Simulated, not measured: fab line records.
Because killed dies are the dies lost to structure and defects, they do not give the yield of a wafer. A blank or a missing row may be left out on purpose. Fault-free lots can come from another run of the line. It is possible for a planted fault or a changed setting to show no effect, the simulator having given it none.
What tool caused it? + flow n5-finfet + 72 wafers from 24 lots sampled at 4 of the route's 1938 steps

WHAT EACH GAUGE READ, for each wafer
N5_BEOL_M8_CD_MEAS_35: target cd 40 nm.
| lot  | measured     | on        | cd-nm (nm)     |
|------|--------------|-----------|----------------|
| L074 | day 9 14:50  | cd-sem-01 | 40.1 39.4 39.7 |
| L076 | day 10 05:20 | cd-sem-01 | 39.9 39.9 40.4 |
| L075 | day 10 23:34 | cd-sem-01 | 39.3 39.0 40.2 |
| L078 | day 11 00:04 | cd-sem-02 | 40.2 40.0 39.6 |
| L077 | day 11 10:29 | cd-sem-03 | 39.8 39.8 39.5 |
| L083 | day 12 00:50 | cd-sem-03 | 39.7 39.8 40.0 |
| L079 | day 12 06:41 | cd-sem-03 | 40.8 40.4 40.4 |
| L081 | day 12 09:10 | cd-sem-03 | 40.1 40.3 39.8 |
| L080 | day 12 11:40 | cd-sem-02 | 40.1 40.5 40.2 |
| L084 | day 13 01:06 | cd-sem-01 | 40.1 40.1 40.3 |
| L082 | day 13 01:27 | cd-sem-01 | 39.9 40.3 40.6 |
| L087 | day 13 01:51 | cd-sem-02 | 38.6 39.2 39.3 |
| L085 | day 13 11:13 | cd-sem-02 | 40.2 40.4 40.4 |
| L086 | day 13 16:51 | cd-sem-03 | 40.0 39.7 39.4 |
| L090 | day 13 23:16 | cd-sem-03 | 39.4 39.1 39.5 |
| L088 | day 13 23:02 | cd-sem-02 | 40.0 40.3 40.5 |
| L089 | day 14 08:07 | cd-sem-03 | 40.5 40.7 40.5 |
| L091 | day 14 22:21 | cd-sem-01 | 39.8 40.0 40.2 |
| L092 | day 14 22:31 | cd-sem-02 | 40.5 40.3 40.1 |
| L093 | day 15 03:01 | cd-sem-02 | 40.8 40.3 40.5 |
| L096 | day 15 08:25 | cd-sem-02 | 39.3 39.5 39.5 |
| L094 | day 15 08:39 | cd-sem-02 | 39.6 40.0 40.2 |
| L095 | day 15 10:12 | cd-sem-03 | 39.7 40.3 39.5 |
| L097 | day 16 05:13 | cd-sem-03 | 40.0 39.6 40.5 |

N5_BEOL_M8_THK_MEAS_53: measures by xrf.
| lot  | measured     | on            | M8_THK (nm)    |
|------|--------------|---------------|----------------|
| L074 | day 9 17:37  | film-metro-02 | 78.5 77.7 77.9 |
| L076 | day 10 08:00 | film-metro-02 | 80.6 79.1 81.4 |
| L075 | day 11 05:12 | film-metro-01 | 79.6 81.1 79.3 |
| L078 | day 11 05:25 | film-metro-02 | 82.4 80.4 82.9 |
| L077 | day 11 13:18 | film-metro-01 | 78.7 80.7 80.6 |
| L083 | day 12 04:58 | film-metro-02 | 81.4 80.9 80.5 |
| L079 | day 12 09:25 | film-metro-02 | 82.0 80.8 81.4 |
| L081 | day 12 13:17 | film-metro-01 | 79.1 81.6 81.9 |
| L080 | day 12 15:23 | film-metro-01 | 76.0 79.3 77.2 |
| L084 | day 13 04:06 | film-metro-02 | 79.9 80.1 79.3 |
| L082 | day 13 04:17 | film-metro-01 | 81.4 84.3 82.7 |
| L087 | day 13 04:50 | film-metro-01 | 81.2 82.3 82.8 |
| L085 | day 13 13:34 | film-metro-02 | 80.9 79.7 78.4 |
| L086 | day 13 19:39 | film-metro-01 | 82.5 83.8 83.8 |
| L090 | day 14 03:17 | film-metro-02 | 81.5 81.2 80.5 |
| L088 | day 14 02:54 | film-metro-02 | 78.8 79.8 82.0 |
| L089 | day 14 11:22 | film-metro-02 | 79.8 80.5 81.2 |
| L091 | day 15 00:30 | film-metro-01 | 78.1 79.3 80.9 |
| L092 | day 15 00:59 | film-metro-01 | 81.6 79.0 79.9 |
| L093 | day 15 05:41 | film-metro-02 | 81.0 81.4 81.1 |
| L096 | day 15 10:16 | film-metro-02 | 78.7 79.1 80.3 |
| L094 | day 15 11:39 | film-metro-02 | 79.2 82.1 78.5 |
| L095 | day 15 12:26 | film-metro-02 | 79.4 78.9 81.9 |
| L097 | day 16 09:31 | film-metro-01 | 79.7 79.6 81.7 |

TOOL THAT RAN EACH LOT (tool first, then ch and the chambers of the sampled wafers, then the start)
| lot  | N5_BEOL_M8_PECVD_70             | N5_BEOL_M8_SURFACE_TREAT_79  |
|------|---------------------------------|------------------------------|
| L074 | pecvd-03 ch 0, day 9 10:08      | pvd-sputter-01, day 9 16:34  |
| L076 | pecvd-02 ch 0,2, day 10 00:22   | pvd-sputter-01, day 10 06:49 |
| L075 | pecvd-03 ch 0,1, day 10 19:34   | pvd-sputter-03, day 11 04:04 |
| L078 | pecvd-03 ch 0,2, day 10 20:52   | pvd-sputter-03, day 11 04:07 |
| L077 | pecvd-04 ch 0,1, day 11 06:48   | pvd-sputter-02, day 11 11:46 |
| L083 | pecvd-04 ch 0,1,2, day 11 19:42 | pvd-sputter-01, day 12 01:50 |
| L079 | pecvd-02 ch 0,1,2, day 11 22:11 | pvd-sputter-01, day 12 08:16 |
| L081 | pecvd-02 ch 0,2, day 12 05:27   | pvd-sputter-02, day 12 11:52 |
| L080 | pecvd-02 ch 0,2, day 12 09:14   | pvd-sputter-02, day 12 12:37 |
| L084 | pecvd-04 ch 0,1,2, day 12 18:25 | pvd-sputter-02, day 13 02:11 |
| L082 | pecvd-03 ch 0,2, day 12 18:41   | pvd-sputter-02, day 13 02:23 |
| L087 | pecvd-02 ch 0,1,2, day 12 19:19 | pvd-sputter-03, day 13 02:57 |
| L085 | pecvd-02 ch 0,2, day 13 07:28   | pvd-sputter-02, day 13 12:14 |
| L086 | pecvd-04 ch 1,2, day 13 13:02   | pvd-sputter-01, day 13 17:55 |
| L090 | pecvd-04 ch 0,1, day 13 18:05   | pvd-sputter-02, day 14 02:16 |
| L088 | pecvd-03 ch 0,1,2, day 13 18:55 | pvd-sputter-02, day 14 01:49 |
| L089 | pecvd-04 ch 0,1, day 14 03:18   | pvd-sputter-02, day 14 09:11 |
| L091 | pecvd-02 ch 0,2, day 14 16:51   | pvd-sputter-01, day 14 23:17 |
| L092 | pecvd-04 ch 0,1,2, day 14 19:22 | pvd-sputter-01, day 14 23:36 |
| L093 | pecvd-02 ch 0,1, day 15 00:10   | pvd-sputter-03, day 15 04:24 |
| L096 | pecvd-02 ch 0,1,2, day 15 01:10 | pvd-sputter-02, day 15 09:14 |
| L094 | pecvd-03 ch 0,1, day 15 02:30   | pvd-sputter-02, day 15 10:13 |
| L095 | pecvd-04 ch 0,1,2, day 15 05:28 | pvd-sputter-02, day 15 11:22 |
| L097 | pecvd-03 ch 1,2, day 16 02:16   | pvd-sputter-02, day 16 08:22 |
- N5_BEOL_M8_PECVD_70: deposits SiO2 from TEOS/O2, target thk 20 nm, time 22.7 s.
- N5_BEOL_M8_SURFACE_TREAT_79

AS READ BY THE TOOLS THEMSELVES (means over the sampled wafers that have a number; for cases with no such wafer, the mark the record gives instead)
N5_BEOL_M8_PECVD_70.
| lot  | tool     | heater-power-w (W) | showerhead-plenum-p-Torr (Torr) | throttle-valve-pct (%) |
|------|----------|--------------------|---------------------------------|------------------------|
| L074 | pecvd-03 | 725                | 8.85                            | 24.7                   |
| L076 | pecvd-02 | 734                | 8.82                            | 22.8                   |
| L075 | pecvd-03 | 691                | 8.84                            | 24.0                   |
| L078 | pecvd-03 | 646                | 8.84                            | 23.3                   |
| L077 | pecvd-04 | 586                | 8.62                            | 22.9                   |
| L083 | pecvd-04 | 588                | 8.70                            | 22.0                   |
| L079 | pecvd-02 | 729                | 8.82                            | 23.3                   |
| L081 | pecvd-02 | 736                | 8.76                            | 22.8                   |
| L080 | pecvd-02 | 745                | 8.78                            | 22.7                   |
| L084 | pecvd-04 | 569                | 8.71                            | 22.1                   |
| L082 | pecvd-03 | 727                | 8.84                            | 23.3                   |
| L087 | pecvd-02 | 747                | 8.82                            | 23.2                   |
| L085 | pecvd-02 | 713                | 8.81                            | 23.1                   |
| L086 | pecvd-04 | 602                | 8.77                            | 20.8                   |
| L090 | pecvd-04 | 537                | 8.72                            | 22.9                   |
| L088 | pecvd-03 | 711                | 8.82                            | 22.6                   |
| L089 | pecvd-04 | 606                | 8.71                            | 22.7                   |
| L091 | pecvd-02 | 692                | 8.77                            | 22.9                   |
| L092 | pecvd-04 | 590                | 8.70                            | 22.0                   |
| L093 | pecvd-02 | 725                | 8.78                            | 22.9                   |
| L096 | pecvd-02 | 759                | 8.81                            | 23.2                   |
| L094 | pecvd-03 | 716                | 8.84                            | 23.9                   |
| L095 | pecvd-04 | 609                | 8.70                            | 22.0                   |
| L097 | pecvd-03 | 709                | 8.80                            | 21.0                   |

THE ANSWER, worked out from the rows above alone
Rule: usual is defined by the lots themselves. Put in order of their means at a reading, lots are off if they are a third of the lots or fewer, leave a main group of 4 or more, and stand apart from it by a gap of 3 or more times the standard deviation of the main group's means; of several such gaps the widest counts. The tables above print the reading to a certain number of digits; a main group whose means all agree to those digits is not used. Also off: a lot with no number at a reading for which 4 or more lots have one. All remaining lots with rows at the step are treated as sound. Order of review: gauges by route order, followed by the tools' own readings, for which a lot's mean as printed above is used. The first step at which some lot is off is used, and at that step the reading that is off furthest; a lot without a number counts as furthest.
No lot is off at any reading shown: from this, nothing can be told.

WHAT THE SIMULATOR PUT IN
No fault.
